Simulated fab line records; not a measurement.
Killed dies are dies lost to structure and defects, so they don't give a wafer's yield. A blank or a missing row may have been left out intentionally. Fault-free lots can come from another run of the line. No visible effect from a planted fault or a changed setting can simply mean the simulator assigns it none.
fab line records | flow nand-harc
record: lots: 12 | wafers: 36 | last-day: 24
route steps=1159 shown P_GATE@145 P_CONTACT@218
lots untouched by any fault: they come from a run of this same line in which no faults occurred
start-h: the number of hours between the record's first day and the start of the first shown wafer of the lot | wait-h: how many hours have passed since the lot's step before this one | " unchanged from the row above | L1.1+2: a single row standing in for several wafers | - no value, or no start was given | * or withheld: withheld | < > ~ a bound
route shown NAME@n: a module of which the file shows steps, and the number in the route of the first | usual: the fault-free wafers' mean and standard deviation | same: alike in all rows | chamber/n: place in a boat | sites: per-site readings | _std_site: the standard deviation of these | _edge_site: the outer-site mean with the inner-site mean subtracted | radius-mm: for every site, how far away it sits from the centre of the wafer | mask NAME#n: copy n | behind: the tool/chamber that last shaped the wafer | hold: why the lot was held/for how many hours/how that ended | device: names the non-switching transistor (n, p or np) | end of line: tests run on the same wafers once the route is complete | a step with no rows: only its recipe | killed: count of dies lost to structure and defects at first sort (not the wafer's yield) | map: a wafer's dies, marking killed ones x, the rest . and places with no die _
set.NAME: setting as actually run; set.NAME@STEP: the setting as run at that earlier step | model.NAME: the simulator's own value behind a step, which no gauge read
route steps across a sampled set of lots; one table per step, one row per wafer
services: from which hour (start-h, from the record's first day; less than 0 if before it) a tool's chamber was out of use, for how many hours, and why
== steps ==
step: NHARC_P_GATE_ETCH_104
recipe: target-depth-a: 600 | time-s: withheld | cf4-flow-sccm: 100 | chf3-flow-sccm: 30 | ar-flow-sccm: 0 | rf-w: 500 | bias-w: 200 | chemistry: CF4/CHF3
usual: drypump-motor-current-A: 5.7/0.47 | oes-product-au: 0.948/0.023 | rf-vpp-V: 369.9/2.3 | showerhead-plenum-p-Torr: 1.56/0.066 | throttle-valve-pct: 16.803/0.0087
lot.wafer | tool        | chamber | start-h | wait-h | drypump-motor-current-A | oes-product-au | rf-vpp-V | showerhead-plenum-p-Torr | throttle-valve-pct
L377.3    | rie-diel-03 | 3       | 104.97  | 0.1    | 6.5                     | 0.932          | 369.3    | 1.51                     | 16.800
L377.6    | "           | 1       | "       | "      | 5.4                     | 0.924          | 374.6    | 1.69                     | 16.805
L377.5    | "           | 2       | "       | "      | 5.8                     | 0.936          | 372.0    | 1.59                     | 16.797
L379.2    | rie-diel-03 | 2       | 119.90  | 0.1    | 5.8                     | 0.941          | 371.1    | 1.59                     | 16.807
L379.1    | "           | 3       | "       | "      | 6.5                     | 0.925          | 369.1    | 1.51                     | 16.804
L379.5    | "           | 2       | "       | "      | 5.8                     | 0.933          | 371.5    | 1.59                     | 16.795
L380.2    | rie-diel-03 | 2       | 128.39  | 0.1    | 5.8                     | 0.990          | 370.6    | 1.59                     | 16.807
L380.1    | "           | 3       | "       | "      | 6.5                     | 0.966          | 367.2    | 1.51                     | 16.803
L380.3    | "           | 0       | "       | "      | 5.8                     | 0.959          | 369.9    | 1.54                     | 16.793
L382.3    | rie-diel-03 | 2       | 135.19  | 0.1    | 5.8                     | 0.979          | 371.0    | 1.59                     | 16.808
L382.4    | "           | 3       | "       | "      | 6.5                     | 0.959          | 368.2    | 1.51                     | 16.801
L382.5    | "           | 3       | "       | "      | 6.5                     | 0.952          | 367.6    | 1.51                     | 16.815
L381.4    | rie-diel-13 | 1       | 135.81  | 0.1    | 6.0                     | 0.954          | 370.1    | 1.55                     | 16.814
L381.1    | "           | 3       | "       | "      | 6.1                     | 0.934          | 374.0    | 1.70                     | 16.788
L381.5    | "           | 2       | "       | "      | 5.0                     | 0.953          | 369.0    | 1.56                     | 16.817
L385.1    | rie-diel-08 | 2       | 150.73  | 0.1    | 5.0                     | 0.919          | 367.7    | 1.51                     | 16.803
L385.2    | "           | 0       | "       | "      | 5.4                     | 0.978          | 369.7    | 1.52                     | 16.800
L385.3    | "           | 1       | "       | "      | 6.0                     | 0.960          | 368.5    | 1.49                     | 16.803
L390.3    | rie-diel-08 | 3       | 179.11  | 0.2    | 5.3                     | 0.967          | 366.7    | 1.48                     | 16.815
L390.2    | "           | 0       | "       | "      | 5.4                     | 0.980          | 368.7    | 1.52                     | 16.817
L390.6    | "           | 0       | "       | "      | 5.4                     | 0.979          | 367.6    | 1.51                     | 16.804
L392.3    | rie-diel-03 | 0       | 192.26  | 0.1    | 5.9                     | 0.922          | 369.4    | 1.54                     | 16.814
L392.5    | "           | 2       | "       | "      | 5.8                     | 0.943          | 371.7    | 1.59                     | 16.806
L392.6    | "           | 3       | "       | "      | 6.5                     | 0.928          | 367.4    | 1.51                     | 16.796
L391.2    | rie-diel-13 | 2       | 192.42  | 0.1    | 5.0                     | 0.970          | 371.1    | 1.55                     | 16.814
L391.3    | "           | 3       | "       | "      | 6.1                     | 0.963          | 376.8    | 1.69                     | 16.788
L391.5    | "           | 2       | "       | "      | 5.0                     | 0.962          | 369.7    | 1.55                     | 16.799
L393.4    | rie-diel-03 | 2       | 201.66  | 0.1    | 5.8                     | 0.989          | 370.1    | 1.59                     | 16.802
L393.2    | "           | 1       | "       | "      | 5.4                     | 0.962          | 373.8    | 1.68                     | 16.801
L393.5    | "           | 3       | "       | "      | 6.5                     | 0.973          | 367.3    | 1.51                     | 16.809
L394.2    | rie-diel-03 | 1       | 208.49  | 0.1    | 5.4                     | 0.988          | 373.8    | 1.68                     | 16.796
L394.3    | "           | 2       | "       | "      | 5.8                     | 0.979          | 370.0    | 1.59                     | 16.814
L394.5    | "           | 3       | "       | "      | 6.5                     | 0.961          | 367.5    | 1.51                     | 16.813
L397.1    | rie-diel-08 | 1       | 223.60  | 0.1    | 6.0                     | 0.985          | 367.3    | 1.49                     | 16.814
L397.5    | "           | 3       | "       | "      | 5.3                     | 0.957          | 366.4    | 1.47                     | 16.806
L397.6    | "           | 0       | "       | "      | 5.4                     | 0.950          | 368.8    | 1.51                     | 16.802
step: NHARC_P_GATE_EXPOSE_56
recipe: na: 0.6 | target-cd-nm: 720 | dose-mj: 14.81 | mask-id: P_PSD
lot.wafer  | tool           | chamber | start-h | wait-h | mask
L377.3+5+6 | krf-scanner-03 | 0       | 118.30  | -      | P_PSD#0
L379.1+2+5 | krf-scanner-04 | 0       | 133.84  | -      | P_PSD#0
L380.1+2+3 | krf-scanner-02 | 0       | 141.60  | -      | P_PSD#0
L382.3+4+5 | krf-scanner-03 | 0       | 148.51  | -      | P_PSD#0
L381.1+4+5 | krf-scanner-02 | 0       | 149.11  | -      | P_PSD_R1#0
L385.1+2+3 | krf-scanner-02 | 0       | 164.61  | -      | P_PSD#0
L390.2+3+6 | krf-scanner-04 | 0       | 192.42  | -      | P_PSD#0
L392.3+5+6 | krf-scanner-03 | 0       | 205.59  | -      | P_PSD#0
L391.2+3+5 | krf-scanner-02 | 0       | 207.22  | -      | P_PSD#0
L393.2+4+5 | krf-scanner-03 | 0       | 214.91  | -      | P_PSD#0
L394.2+3+5 | krf-scanner-02 | 0       | 221.94  | -      | P_PSD#0
L397.1+5+6 | krf-scanner-02 | 0       | 237.21  | -      | P_PSD#0
step: NHARC_P_GATE_CD_MEAS_59
recipe: target-cd-nm: 720 | landing-energy-ev: 500
usual: cd-nm: 718.5/2.6
same: landing-energy-ev: 500
lot.wafer | tool      | chamber | start-h | wait-h | cd-nm
L377.3    | cd-sem-01 | 0       | 118.45  | -      | 720.8
L377.5    | "         | 0       | "       | "      | 717.7
L377.6    | "         | 0       | "       | "      | 722.2
L379.1    | cd-sem-01 | 0       | 134.00  | -      | 716.3
L379.2    | "         | 0       | "       | "      | 717.7
L379.5    | "         | 0       | "       | "      | 717.1
L380.1    | cd-sem-03 | 0       | 141.76  | -      | 721.5
L380.2    | "         | 0       | "       | "      | 720.7
L380.3    | "         | 0       | "       | "      | 719.7
L382.3    | cd-sem-01 | 0       | 148.66  | -      | 714.8
L382.4    | "         | 0       | "       | "      | 715.7
L382.5    | "         | 0       | "       | "      | 715.8
L381.1    | cd-sem-01 | 0       | 149.26  | -      | 752.2
L381.4    | "         | 0       | "       | "      | 743.6
L381.5    | "         | 0       | "       | "      | 750.5
L385.1    | cd-sem-02 | 0       | 164.76  | -      | 715.4
L385.2    | "         | 0       | "       | "      | 721.4
L385.3    | "         | 0       | "       | "      | 723.1
L390.2    | cd-sem-03 | 0       | 192.58  | -      | 720.0
L390.3    | "         | 0       | "       | "      | 720.7
L390.6    | "         | 0       | "       | "      | 718.9
L392.3    | cd-sem-03 | 0       | 205.75  | -      | 716.0
L392.5    | "         | 0       | "       | "      | 720.2
L392.6    | "         | 0       | "       | "      | 713.6
L391.2    | cd-sem-03 | 0       | 207.37  | -      | 717.5
L391.3    | "         | 0       | "       | "      | 717.9
L391.5    | "         | 0       | "       | "      | 719.3
L393.2    | cd-sem-02 | 0       | 215.07  | -      | 718.1
L393.4    | "         | 0       | "       | "      | 718.0
L393.5    | "         | 0       | "       | "      | 718.2
L394.2    | cd-sem-02 | 0       | 222.10  | -      | 718.5
L394.3    | "         | 0       | "       | "      | 718.8
L394.5    | "         | 0       | "       | "      | 716.8
L397.1    | cd-sem-03 | 0       | 237.37  | -      | 716.1
L397.5    | "         | 0       | "       | "      | 715.6
L397.6    | "         | 0       | "       | "      | 718.9
step: NHARC_P_GATE_DESCUM_61
recipe: time-s: 3 | o2-flow-sccm: 200 | ar-flow-sccm: 0 | bias-power-w: 0 | chemistry: O2
usual: drypump-motor-current-A: 5.7/0.44 | oes-product-au: 1.005/0.014 | rf-vpp-V: 57.6/0.8 | showerhead-plenum-p-Torr: 1.88/0.086 | throttle-valve-pct: 11.312/0.0091
lot.wafer | tool        | chamber | start-h | wait-h | drypump-motor-current-A | oes-product-au | rf-hours-counter-h | rf-vpp-V | showerhead-plenum-p-Torr | throttle-valve-pct
L377.3    | rie-diel-03 | 2       | 118.64  | -      | 5.8                     | 1.023          | 16                 | 58.8     | 1.94                     | 11.318
L377.5    | "           | 0       | "       | "      | 5.9                     | 1.000          | -                  | 59.1     | 1.87                     | 11.285
L377.6    | "           | 1       | "       | "      | 5.3                     | 1.002          | -                  | 58.1     | 2.06                     | 11.314
L379.2    | rie-diel-03 | 0       | 134.16  | -      | 5.9                     | 0.996          | 17                 | 57.3     | 1.87                     | 11.328
L379.1    | "           | 1       | "       | "      | 5.4                     | 1.009          | 17                 | 57.6     | 2.06                     | 11.309
L379.5    | "           | 1       | "       | "      | 5.4                     | 0.996          | -                  | 59.2     | 2.06                     | 11.299
L380.2    | rie-diel-13 | 1       | 141.93  | -      | 6.0                     | 1.000          | 13                 | 57.1     | 1.88                     | 11.303
L380.1    | "           | 2       | "       | "      | 5.0                     | 0.996          | 13                 | 57.1     | 1.89                     | 11.306
L380.3    | "           | 3       | "       | "      | 6.1                     | 0.982          | 13                 | 58.5     | 2.07                     | 11.314
L382.3    | rie-diel-13 | 1       | 148.84  | -      | 6.0                     | 1.005          | 13                 | 58.4     | 1.88                     | 11.309
L382.4    | "           | 2       | "       | "      | 5.0                     | 0.994          | 13                 | 57.2     | 1.89                     | 11.305
L382.5    | "           | 0       | "       | "      | 6.2                     | 1.000          | -                  | 57.5     | 1.83                     | 11.308
L381.4    | rie-diel-08 | 0       | 149.42  | -      | 5.4                     | 1.020          | 7                  | 59.0     | 1.84                     | 11.299
L381.1    | "           | 1       | "       | "      | 6.0                     | 1.023          | 8                  | 57.0     | 1.81                     | 11.314
L381.5    | "           | 1       | "       | "      | 6.0                     | 1.030          | -                  | 57.2     | 1.81                     | 11.306
L385.3    | rie-diel-03 | 1       | 165.00  | -      | 5.4                     | 0.997          | 22                 | 57.3     | 2.06                     | 11.298
L385.1    | "           | 2       | "       | "      | 5.8                     | 1.014          | 23                 | 56.9     | 1.93                     | 11.307
L385.2    | "           | 3       | "       | "      | 6.5                     | 1.014          | 22                 | 57.8     | 1.83                     | 11.318
L390.2    | rie-diel-03 | 1       | 192.76  | -      | 5.4                     | 1.023          | 27                 | 59.2     | 2.05                     | 11.305
L390.3    | "           | 2       | "       | "      | 5.8                     | 1.022          | 28                 | 56.9     | 1.93                     | 11.291
L390.6    | "           | 3       | "       | "      | 6.5                     | 1.005          | -                  | 57.1     | 1.83                     | 11.311
L392.3    | rie-diel-08 | 3       | 205.98  | -      | 5.3                     | 1.016          | 26                 | 56.9     | 1.79                     | 11.315
L392.5    | "           | 1       | "       | "      | 6.0                     | 1.034          | -                  | 58.1     | 1.81                     | 11.307
L392.6    | "           | 2       | "       | "      | 5.0                     | 0.990          | -                  | 58.5     | 1.83                     | 11.321
L391.2    | rie-diel-03 | 2       | 207.53  | -      | 5.8                     | 1.028          | 30                 | 57.4     | 1.93                     | 11.316
L391.3    | "           | 1       | "       | "      | 5.4                     | 1.015          | 30                 | 59.4     | 2.05                     | 11.316
L391.5    | "           | 2       | "       | "      | 5.8                     | 1.032          | -                  | 57.2     | 1.93                     | 11.316
L393.4    | rie-diel-03 | 0       | 215.24  | -      | 5.8                     | 1.012          | 29                 | 57.8     | 1.87                     | 11.324
L393.2    | "           | 2       | "       | "      | 5.8                     | 1.028          | 32                 | 57.2     | 1.93                     | 11.319
L393.5    | "           | 0       | "       | "      | 5.9                     | 1.010          | -                  | 57.1     | 1.87                     | 11.321
L394.2    | rie-diel-08 | 0       | 222.27  | -      | 5.4                     | 1.010          | 32                 | 55.9     | 1.83                     | 11.313
L394.3    | "           | 3       | "       | "      | 5.3                     | 1.019          | 33                 | 56.3     | 1.79                     | 11.310
L394.5    | "           | 1       | "       | "      | 6.0                     | 1.038          | -                  | 57.5     | 1.80                     | 11.318
L397.1    | rie-diel-08 | 3       | 237.57  | -      | 5.3                     | 1.018          | 39                 | 57.3     | 1.78                     | 11.292
L397.5    | "           | 0       | "       | "      | 5.4                     | 1.010          | -                  | 58.4     | 1.83                     | 11.306
L397.6    | "           | 1       | "       | "      | 6.0                     | 1.022          | -                  | 56.7     | 1.80                     | 11.312
step: NHARC_P_CONTACT_DEP_00
recipe: target-thk-a: 5000 | temp-c: 400 | pressure-torr: 6.5 | rf-w: 900 | teos-flow-sccm: 161.4 | flow-sccm: 2650 | target-thk-nm: 500 | gas: O2 | material: SiO2
usual: flow-sccm: 2651/8.6 | heater-power-outer-w: 296/72 | heater-power-w: 549/110 | susceptor-temp-C: 399.96/0.23 | throttle-valve-pct: 16.1/0.46
lot.wafer | tool     | chamber | start-h | wait-h | flow-sccm | heater-power-outer-w | heater-power-w | susceptor-temp-C | throttle-valve-pct
L377.3    | pecvd-04 | 2       | -       | -      | 2628      | 150                  | 369            | 400.09           | 15.9
L377.5    | "        | 0       | "       | "      | 2657      | 327                  | 599            | 399.90           | 15.9
L377.6    | "        | 1       | "       | "      | 2653      | 427                  | 692            | 399.51           | 15.9
L379.1    | pecvd-03 | 0       | -       | -      | 2645      | 253                  | 503            | 399.33           | 15.3
L379.2    | "        | 1       | "       | "      | 2643      | 269                  | 439            | 400.22           | 15.6
L379.5    | "        | 0       | "       | "      | 2643      | 281                  | 538            | 399.47           | 15.5
L380.1    | pecvd-01 | 0       | 147.19  | 0.6    | 2657      | 340                  | 609            | 399.89           | 16.2
L380.2    | "        | 0       | "       | "      | 2655      | 224                  | 468            | 399.73           | 16.5
L380.3    | "        | 0       | "       | "      | 2669      | 260                  | 519            | 399.96           | 16.4
L382.3    | pecvd-03 | 1       | -       | -      | 2653      | 214                  | 382            | 399.66           | 15.6
L382.4    | "        | 2       | "       | "      | 2649      | 401                  | 784            | 399.67           | 15.4
L382.5    | "        | 0       | "       | "      | 2671      | 346                  | 634            | 399.80           | 15.2
L381.1    | pecvd-01 | 1       | 154.69  | 0.3    | 2638      | 290                  | 514            | 399.78           | 16.5
L381.4    | "        | 1       | "       | "      | 2638      | 189                  | 379            | 400.06           | 16.7
L381.5    | "        | 0       | "       | "      | 2655      | 339                  | 620            | 400.51           | 16.4
L385.3    | pecvd-01 | 0       | -       | -      | 2651      | 294                  | 555            | 399.92           | 16.3
L385.2    | "        | 1       | "       | "      | 2640      | 227                  | 453            | 399.98           | 16.4
L385.1    | "        | 2       | "       | "      | 2647      | 286                  | 535            | 400.15           | 16.6
L390.2    | pecvd-03 | 0       | 197.83  | 0.3    | 2652      | 270                  | 540            | 399.94           | 15.7
L390.3    | "        | 1       | "       | "      | 2645      | 235                  | 408            | 399.75           | 15.6
L390.6    | "        | 1       | "       | "      | 2645      | 250                  | 418            | 400.06           | 15.6
L392.3    | pecvd-03 | 1       | -       | -      | 2643      | 279                  | 465            | 400.08           | 15.4
L392.5    | "        | 0       | "       | "      | 2658      | 339                  | 625            | 400.18           | 15.2
L392.6    | "        | 1       | "       | "      | 2647      | 181                  | 340            | 399.79           | 15.8
L391.2    | pecvd-01 | 2       | -       | -      | 2654      | 245                  | 472            | 400.09           | 16.6
L391.3    | "        | 0       | "       | "      | 2640      | 285                  | 545            | 399.86           | 16.4
L391.5    | "        | 1       | "       | "      | 2651      | 246                  | 465            | 399.72           | 16.3
L393.2    | pecvd-01 | 2       | -       | -      | 2654      | 284                  | 521            | 400.02           | 16.9
L393.5    | "        | 0       | "       | "      | 2660      | 337                  | 639            | 400.19           | 16.0
L393.4    | "        | 1       | "       | "      | 2647      | 280                  | 506            | 400.17           | 16.8
L394.3    | pecvd-01 | 0       | -       | -      | 2643      | 328                  | 617            | 399.74           | 16.6
L394.2    | "        | 1       | "       | "      | 2673      | 284                  | 514            | 400.31           | 16.9
L394.5    | "        | 1       | "       | "      | 2662      | 191                  | 397            | 399.84           | 17.0
L397.1    | pecvd-04 | 2       | -       | -      | 2662      | 231                  | 472            | 399.82           | 15.7
L397.5    | "        | 2       | "       | "      | 2660      | 235                  | 497            | 399.74           | 15.8
L397.6    | "        | 1       | "       | "      | 2640      | 359                  | 601            | 400.10           | 15.8
== services ==
tool           | chamber | start-h | hours | kind
rie-diel-08    | 2       | 82.05   | 8.5   | repair
krf-scanner-03 | -       | 90.23   | 0.5   | repair
pecvd-01       | 1       | 96.11   | 2.6   | repair
rie-diel-03    | 0       | 96.32   | -     | clean
pecvd-04       | -       | 96.67   | 0.9   | repair
rie-diel-13    | -       | 99.04   | 9.0   | pm
rie-diel-08    | 0       | 107.52  | 1.8   | repair
pecvd-03       | -       | 111.05  | 13.0  | pm
rie-diel-08    | -       | 124.98  | 9.0   | pm
pecvd-01       | 2       | 135.80  | 30.1  | repair
pecvd-04       | 0       | 138.36  | 8.4   | repair
pecvd-01       | 1       | 142.07  | 6.4   | repair
krf-scanner-04 | -       | 146.27  | 4.0   | pm
rie-diel-03    | 0       | 146.55  | 8.5   | repair
krf-scanner-02 | -       | 146.58  | 2.1   | repair
rie-diel-03    | 3       | 147.82  | 10.4  | repair
krf-scanner-03 | -       | 168.00  | 4.0   | pm
krf-scanner-03 | -       | 188.82  | 7.6   | repair
pecvd-04       | -       | 195.23  | 13.0  | pm
krf-scanner-02 | -       | 210.00  | 4.0   | pm
rie-diel-03    | -       | 215.31  | 9.0   | pm
pecvd-04       | -       | 230.87  | 0.7   | repair
rie-diel-08    | 0       | 230.90  | 4.1   | repair
pecvd-01       | -       | 237.32  | 13.0  | pm
== key ==
first-sign: step: NHARC_P_GATE_EXPOSE_56 | reading: mask | direction: changed
effect: step: NHARC_P_GATE_CD_MEAS_59 | reading: cd-nm | direction: up | sigmas: 12 | usual: 718.5 | struck: 748.8
met-at NHARC_P_GATE_EXPOSE_56
struck-lots L381
tester-left-out L381
not-acting-at NHARC_P_GATE_ETCH_104,NHARC_P_GATE_DESCUM_61,NHARC_P_CONTACT_DEP_00
onset-between 141.60 149.11
fault: kind: wrong-mask | tool: any | chamber: - | onset-h: 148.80 | steps: NHARC_P_GATE_EXPOSE_56 | aux-copy: P_PSD_R1#0 | cd-offset-nm: 29.421 | scope: struck-lots-only
tester-left-out: of these lots the tester's yield and bins aren't shown, on N5 and GAA mostly nor the transistor test; their killed dies are dies lost to structure and defects alone, not to doping, threshold or leakage, so they don't give the yield
